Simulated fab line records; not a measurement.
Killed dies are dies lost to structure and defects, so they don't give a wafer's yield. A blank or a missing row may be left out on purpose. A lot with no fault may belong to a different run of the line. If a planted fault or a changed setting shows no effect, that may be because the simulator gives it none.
A struck lot beside a sound one :: flow nand_harc :: 13 steps out of a route of 1159
Sound: wafers L686.2, L686.4, L686.6. Wafers struck: L680.1, L680.3, L680.5. Last of all comes the cause.
For every step that has rows: the tool of each side, followed by ch and its chambers, followed by its first start. Under that, the readings that differ: sound wafers :: struck wafers :: difference of the means :: sigmas: that difference in standard deviations of wafers without a fault.
alike: a reading whose means differ by less than 2 such deviations, as well as words and numbers matching on both sides. not compared: withheld readings; readings where some wafer has no value; bounds like >300 that might hide an equal value; numbers whose values overlap and for which the record gives no deviation.
The two part at a step that has a row with sigmas, a row that says differs or no value, or rows on one side only. Numbers that don't overlap but have no deviation are shown without sigmas and don't part them. A reading that every wafer of one side lacks parts them only if that side has two wafers or more.

first, 1 step without rows for these wafers: NHARC_A_WL_FILL_CVD_03 (deposits W, target thk 40 nm, time 3302 s).
NHARC_A_WL_FILL_ETCHBACK_04: etches the open film in NF3, target depth 60 nm, time 120 s.
  sound on rie_metal-02 ch 0,1, day 18 08:00; struck on rie_metal-03 ch 0,1, day 17 08:19
  alike: chamber_pressure_mTorr, drypump_motor_current_A, he_backside_leak_sccm, oes_product_au, run_length_s
  not compared: rf_hours_counter_h
NHARC_A_WL_FILL_ETCHBACK_05: etches the open film in Cl2/BCl3, target depth 22 nm, time 60 s.
  sound on rie_metal-02 ch 0,1, day 18 08:14; struck on rie_metal-03 ch 1, day 17 08:35
  alike: chamber_pressure_mTorr, drypump_motor_current_A, he_backside_leak_sccm, oes_product_au, run_length_s
  not compared: rf_hours_counter_h
NHARC_A_WL_FILL_STRIP_27: strips in N2/H2, time 20 s.
  sound on plasma_asher-01 ch 1, day 18 08:23; struck on plasma_asher-02 ch 1, day 17 08:48
  alike: drypump_motor_current_A, heater_power_w
  not compared: rf_hours_counter_h
then, 5 steps without rows for these wafers: NHARC_A_WL_FILL_STRIP_28 (strips in post etch residue remover, time 1200 s); NHARC_A_WL_FILL_PRECLEAN_06 (cleans in DIW, time 300 s); NHARC_A_WL_FILL_SRD_07; NHARC_A_WL_FILL_ANNEAL_08 (time 1800 s); NHARC_A_WL_FILL_ALD_10 (deposits SiO2, target thk 50 nm, pulse time 10 s, ald cycles 500).
NHARC_A_WL_FILL_ETCHBACK_16: etches the open film in C4F8/O2/Ar, target depth 88 nm, time 17.6 s.
  sound on rie_diel-06 ch 0,2,3; struck on rie_diel-06 ch 1,3
reading: oes_product_au (a.u.)
sound: 1.022 0.999 1.022
struck: 0.926 0.921 0.931
difference: -0.088
sigmas: -3
  alike: chamber_pressure_mTorr, rf_vpp_V, run_length_s
  not compared: rf_hours_counter_h
NHARC_A_WL_FILL_STRIP_29: strips in O2, time 20 s.
  sound on rie_diel-06 ch 0,2, day 18 21:14; struck on rie_diel-06 ch 1,2,3, day 17 18:43
  alike: chamber_pressure_mTorr, drypump_motor_current_A, oes_product_au, rf_vpp_V, showerhead_plenum_p_Torr, throttle_valve_pct
  not compared: rf_hours_counter_h
NHARC_A_WL_FILL_ETCHBACK_17: etches the open film in Cl2/BCl3, target depth 4 nm, time 26.7 s.
  sound on rie_metal-03 ch 0,1, day 18 21:20; struck on rie_metal-02 ch 0,1, day 17 18:48
reading: run_length_s (s)
sound: 48.3 48.7 48.2
struck: 36.7 36.0 37.0
difference: -11.8
sigmas: -28
  alike: chamber_pressure_mTorr, drypump_motor_current_A, he_backside_leak_sccm, oes_product_au
  not compared: rf_hours_counter_h
then, 1 step without rows for these wafers: NHARC_A_WL_FILL_PRECLEAN_18 (cleans in dHF, time 30 s).

WHERE THEY PART
Earliest at NHARC_A_WL_FILL_ETCHBACK_16; latest, in this record, at NHARC_A_WL_FILL_ETCHBACK_17.

WHY: what had been put in by the simulator
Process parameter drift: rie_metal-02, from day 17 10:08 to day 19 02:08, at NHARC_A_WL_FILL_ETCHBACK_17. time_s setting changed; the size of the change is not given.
